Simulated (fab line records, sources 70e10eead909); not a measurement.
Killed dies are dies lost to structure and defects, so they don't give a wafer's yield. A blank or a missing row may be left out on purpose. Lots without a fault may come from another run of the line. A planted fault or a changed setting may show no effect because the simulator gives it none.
Chamber matching | flow nand_harc | NHARC_A_STAIRCASE_ETCH_444 on rie_diel-01: 4 sister chambers
The step etches the open film in C4F8/O2, target depth 10200 nm, time 3400 s. 14 wafers are shown with their chamber, then 7 later ones without.

WAFERS WITH THEIR CHAMBER
wafer  | chamber | rf_vpp_V (V) | oes_product_au (a.u.)
L226.2 | 3       | 809          | 0.915
L226.3 | 1       | 801          | 0.924
L226.6 | 2       | 801          | 0.926
L227.1 | 2       | 800          | 0.925
L227.4 | 0       | 805          | 0.931
L227.5 | 2       | 800          | 0.922
L232.1 | 3       | 808          | 0.932
L232.3 | 2       | 801          | 0.924
L232.4 | 0       | 806          | 0.946
L233.1 | 2       | 800          | 0.938
L233.2 | 3       | 806          | 0.928
L233.4 | 0       | 805          | 0.936
L234.1 | 3       | 807          | 0.919
L234.3 | 0       | 804          | 0.926

SIGNATURES (means of the wafers above)
reading        | chamber 0 | chamber 1 | chamber 2 | chamber 3 | scatter within a chamber
rf_vpp_V       | 805.00    | 801.00    | 800.40    | 807.50    | 0.906
oes_product_au | 0.93475   | 0.92400   | 0.92700   | 0.92350   | 0.00751
Rule: a wafer's distance from a chamber is the root of the sum, over the readings, of the square of ((its reading less the chamber's mean) divided by the reading's scatter). The wafer belongs to the nearest chamber; if the next one is less than 2 further off, it can't be placed. The scatter: the root of (the sum of the squares of (reading less its chamber's mean) over the shown wafers, divided by (wafers less chambers)).

WAFERS WITHOUT THEIR CHAMBER
wafer  | rf_vpp_V (V) | oes_product_au (a.u.)
L234.6 | 800          | 0.927
L237.1 | 807          | 0.921
L237.4 | 803          | 0.931
L237.6 | 804          | 0.920
L247.2 | 799          | 0.925
L247.4 | 807          | 0.922
L247.5 | 799          | 0.929

WHICH CHAMBER EACH WENT THROUGH
wafer  | from the rows above               | in truth
L234.6 | can't be placed: 2 or 1           | 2
L237.1 | 3                                 | 3
L237.4 | can't be placed: 0 or 1 or 2      | 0
L237.6 | can't be placed: 0 or 1 or 3 or 2 | 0
L247.2 | can't be placed: 2 or 1           | 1
L247.4 | 3                                 | 3
L247.5 | can't be placed: 2 or 1           | 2
Placed correctly: 2 of 7. Can't be placed from these rows: 5 (the true chamber is among the candidates in 5). Placed wrongly: 0.
